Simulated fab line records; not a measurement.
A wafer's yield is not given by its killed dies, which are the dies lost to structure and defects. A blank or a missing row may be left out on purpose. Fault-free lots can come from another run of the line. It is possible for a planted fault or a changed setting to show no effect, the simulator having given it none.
A single fault, viewed from 3 desks + flow n5_finfet + every desk sees just its own numbers, and what lay behind them comes last

## THE TOOL OWNER'S DESK: rie_diel-03
The tool's own readings at N5_MOL_CONTACT_COAG_ETCHBACK_136 (etches SiO2 in CHF3, target depth 25 nm, time 16.7 s): means of the sampled wafers that have a number, for each lot that ran on this tool. Marked OUT: a lot whose mean sits more than 4 standard deviations from the usual mean, which makes it out of limits; the brackets give that distance.
Columns: A = drypump_motor_current_A at N5_MOL_CONTACT_COAG_ETCHBACK_136, usual 5.4 A; B = oes_product_au at N5_MOL_CONTACT_COAG_ETCHBACK_136, usual 0.85 a.u.; C = rf_vpp_V at N5_MOL_CONTACT_COAG_ETCHBACK_136, usual 525 V; D = showerhead_plenum_p_Torr at N5_MOL_CONTACT_COAG_ETCHBACK_136, usual 2.39 Torr; E = throttle_valve_pct at N5_MOL_CONTACT_COAG_ETCHBACK_136, usual 18.70 %
| lot  | first seen here | A   | B    | C   | D    | E     |
|------|-----------------|-----|------|-----|------|-------|
| L565 | day 6 05:14     | 5.0 | 0.89 | 536 | 2.34 | 18.71 |
| L567 | day 6 14:39     | 5.3 | 0.82 | 523 | 2.32 | 18.78 |
| L568 | day 6 15:26     | 5.1 | 0.89 | 535 | 2.34 | 18.64 |
| L569 | day 7 00:50     | 4.8 | 0.88 | 538 | 2.33 | 18.74 |
| L570 | day 7 04:07     | 5.1 | 0.88 | 533 | 2.35 | 18.70 |
| L574 | day 8 08:26     | 4.9 | 0.79 | 538 | 2.33 | 18.67 |
This desk's verdict: no lot among the 6 shows anything out of limits.

## THE DEFECT DESK
For each lot, the counts of the inspections along the route, averaged over the sampled wafers that have a number. Marked OUT: a lot whose mean sits more than 4 standard deviations from the usual mean, which makes it out of limits; the brackets give that distance.
Columns: A = raw_defect_count at N5_PASSIVATION_INSPECT_64, usual 2.1
| lot  | first seen here | A   |
|------|-----------------|-----|
| L563 | day 13 11:15    | 3.7 |
| L564 | day 13 20:17    | 1.0 |
| L565 | day 14 00:43    | 2.0 |
| L567 | day 14 15:37    | 2.7 |
| L569 | day 14 16:06    | 1.7 |
| L568 | day 15 00:41    | 5.0 |
| L570 | day 15 05:34    | 3.0 |
| L574 | day 16 16:11    | 0.5 |
| L583 | day 18 22:42    | 2.3 |
| L582 | day 19 01:58    | 3.3 |
This desk's verdict: no lot among the 10 shows anything out of limits.

## AT THE METROLOGY DESK
Means of the sampled wafers that have a number, per lot and without regard to the tool the lot ran on: this is what the gauges read. Marked OUT: a lot whose mean sits more than 4 standard deviations from the usual mean, which makes it out of limits; the brackets give that distance. 7 of its 10 readings are shown, namely those furthest out on some lot.
Columns: A = DIBL_P at N5_BEOL_M4_RC_MEAS_101, usual 35.8 mV/V; B = IOFF_N at N5_BEOL_M4_RC_MEAS_101, usual 0.158 nA/um; C = ION_N at N5_BEOL_M4_RC_MEAS_101, usual 676 uA/um; D = ION_P at N5_BEOL_M4_RC_MEAS_101, usual 465 uA/um; E = SS_N at N5_BEOL_M4_RC_MEAS_101, usual 71.5 mV/dec; F = SS_P at N5_BEOL_M4_RC_MEAS_101, usual 73.4 mV/dec; G = VT_P at N5_BEOL_M4_RC_MEAS_101, usual -250 mV
| lot  | first seen here | A    | B     | C   | D   | E    | F    | G    |
|------|-----------------|------|-------|-----|-----|------|------|------|
| L564 | day 9 10:26     | 35.8 | 0.171 | 697 | 483 | 71.3 | 73.4 | -246 |
| L563 | day 9 11:25     | 34.7 | 0.130 | 658 | 460 | 71.3 | 73.1 | -249 |
| L565 | day 9 17:47     | 37.3 | 0.152 | 657 | 445 | 71.2 | 73.5 | -255 |
| L567 | day 10 10:10    | 32.8 | 0.122 | 667 | 465 | 70.7 | 72.6 | -249 |
| L568 | day 10 17:08    | 35.9 | 0.163 | 689 | 472 | 70.7 | 73.2 | -247 |
| L569 | day 10 17:44    | 36.2 | 0.161 | 673 | 470 | 71.2 | 73.7 | -248 |
| L570 | day 11 02:13    | 35.2 | 0.146 | 675 | 465 | 71.9 | 73.3 | -248 |
| L574 | day 12 12:55    | 35.8 | 0.150 | 670 | 460 | 71.7 | 72.3 | -252 |
| L583 | day 14 17:02    | 36.5 | 0.155 | 682 | 470 | 71.3 | 73.5 | -250 |
| L582 | day 14 17:25    | 36.1 | 0.179 | 669 | 457 | 71.7 | 73.4 | -249 |
This desk's verdict: no lot among the 10 shows anything out of limits.

## ALL TOGETHER
The desk of the tool owner found nothing out of limits.
Nothing the defect desk looked at was out of limits.
Nothing out of limits was seen by the metrology desk.

## WHAT HAD BEEN PUT IN BY THE SIMULATOR
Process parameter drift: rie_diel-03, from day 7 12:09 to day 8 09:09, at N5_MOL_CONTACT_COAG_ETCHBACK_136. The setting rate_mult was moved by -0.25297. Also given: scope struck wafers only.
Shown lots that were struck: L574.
